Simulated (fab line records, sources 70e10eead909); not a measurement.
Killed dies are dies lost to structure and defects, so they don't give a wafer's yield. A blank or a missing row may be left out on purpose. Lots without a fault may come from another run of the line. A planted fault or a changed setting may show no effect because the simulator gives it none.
Chamber matching | flow nand_harc | NHARC_P_M1_PRE_CLEAN_32 on pecvd-02: 3 sister chambers
The step time 12 s. 3 wafers are shown with their chamber, then 9 later ones without.

WAFERS WITH THEIR CHAMBER
wafer  | chamber | heater_power_w (W)
L081.4 | 2       | 596
L087.1 | 1       | 701
L087.3 | 0       | 762

WAFERS WITHOUT THEIR CHAMBER
wafer  | heater_power_w (W)
L090.3 | 704
L090.4 | 576
L090.5 | 721
L094.1 | 567
L094.3 | 745
L094.4 | 736
L097.1 | 686
L097.2 | 760
L097.4 | 530

WHICH CHAMBER EACH WENT THROUGH
wafer  | from the rows above     | in truth
L090.3 | can't be placed: 1 or 0 | 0
L090.4 | 2                       | 2
L090.5 | can't be placed: 1 or 0 | 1
L094.1 | 2                       | 2
L094.3 | can't be placed: 0 or 1 | 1
L094.4 | can't be placed: 0 or 1 | 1
L097.1 | 1                       | 1
L097.2 | 0                       | 0
L097.4 | 2                       | 2
Placed correctly: 5 of 9. Can't be placed from these rows: 4 (the true chamber is among the candidates in 4). Placed wrongly: 0.
How it was worked out, from the rows above alone: a wafer's distance from a chamber is the root of the sum, over the readings, of the square of ((its reading less the chamber's mean) divided by the reading's scatter). The wafer belongs to the nearest chamber; if the next one is less than 2 further off, it can't be placed. A chamber's mean is the mean of its shown wafers. The scatter: with one shown wafer a chamber, the root of the mean of the squares of how far each hidden wafer lies from its nearest shown one.
